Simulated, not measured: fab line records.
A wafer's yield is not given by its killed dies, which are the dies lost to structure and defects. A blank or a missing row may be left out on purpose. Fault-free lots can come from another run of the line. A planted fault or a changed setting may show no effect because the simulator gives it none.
Chamber matching | flow nand harc | rie diel-10 running NHARC_P_BONDPAD_STRIP_15: 4 sister chambers
The step strips in O2. 18 wafers are shown with their chamber, then 9 later ones without.

EACH WAFER AND ITS CHAMBER
wafer  | chamber | showerhead plenum p Torr (Torr) | drypump motor current A (A) | oes product au (a.u.)
L078.3 | 0       | 3.75                            | 5.8                         | 0.995
L078.4 | 2       | 3.53                            | 5.7                         | 0.981
L078.6 | 2       | 3.53                            | 5.7                         | 0.976
L079.1 | 2       | 3.53                            | 5.7                         | 0.982
L079.2 | 0       | 3.75                            | 5.8                         | 0.984
L079.3 | 3       | 3.77                            | 5.5                         | 0.996
L083.2 | 0       | 3.75                            | 5.8                         | 0.987
L083.4 | 2       | 3.52                            | 5.7                         | 0.978
L083.5 | 0       | 3.75                            | 5.8                         | 0.984
L084.1 | 2       | 3.52                            | 5.7                         | 0.981
L084.3 | 0       | 3.75                            | 5.7                         | 0.981
L084.6 | 3       | 3.77                            | 5.4                         | 0.994
L087.1 | 3       | 3.77                            | 5.4                         | 0.983
L087.4 | 2       | 3.52                            | 5.7                         | 0.971
L087.6 | 3       | 3.77                            | 5.4                         | 0.983
L091.1 | 1       | 3.47                            | 5.7                         | 0.996
L091.2 | 3       | 3.77                            | 5.4                         | 0.995
L091.3 | 0       | 3.74                            | 5.8                         | 0.998

SIGNATURES, as means of the wafers listed above
reading                  | chamber 0 | chamber 1 | chamber 2 | chamber 3 | scatter within a chamber
showerhead plenum p Torr | 3.7483    | 3.4700    | 3.5250    | 3.7700    | 0.00408
drypump motor current A  | 5.783     | 5.700     | 5.700     | 5.420     | 0.0342
oes product au           | 0.98817   | 0.99600   | 0.97817   | 0.99020   | 0.00593
Rule: distance of a wafer from a chamber = root of the sum over the readings of ((wafer's reading minus chamber's mean) / reading's scatter) squared. The wafer belongs to the nearest chamber; if the next one is less than 2 further off, it can't be placed. How the scatter is found: for the shown wafers, subtract from each reading the mean of its chamber, square and add these, divide the total by (wafers less chambers), then take the root.

WAFERS WHOSE CHAMBER IS MISSING
wafer  | showerhead plenum p Torr (Torr) | drypump motor current A (A) | oes product au (a.u.)
L092.4 | 3.52                            | 5.7                         | 0.977
L092.5 | 3.52                            | 5.7                         | 0.974
L092.6 | 3.77                            | 5.4                         | 0.994
L095.3 | 3.77                            | 5.4                         | 1.006
L095.5 | 3.77                            | 5.4                         | 1.003
L095.6 | 3.52                            | 5.7                         | 0.992
L097.1 | 3.77                            | 5.4                         | 0.987
L097.2 | 3.74                            | 5.8                         | 1.008
L097.5 | 3.74                            | 5.8                         | 1.005

THE CHAMBER EACH PASSED THROUGH
wafer  | from the rows above | in truth
L092.4 | 2                   | 2
L092.5 | 2                   | 2
L092.6 | 3                   | 3
L095.3 | 3                   | 3
L095.5 | 3                   | 3
L095.6 | 2                   | 2
L097.1 | 3                   | 3
L097.2 | 0                   | 0
L097.5 | 0                   | 0
Placed correctly: 9 of 9. Left unplaced by these rows: 0. Placed wrongly: 0.
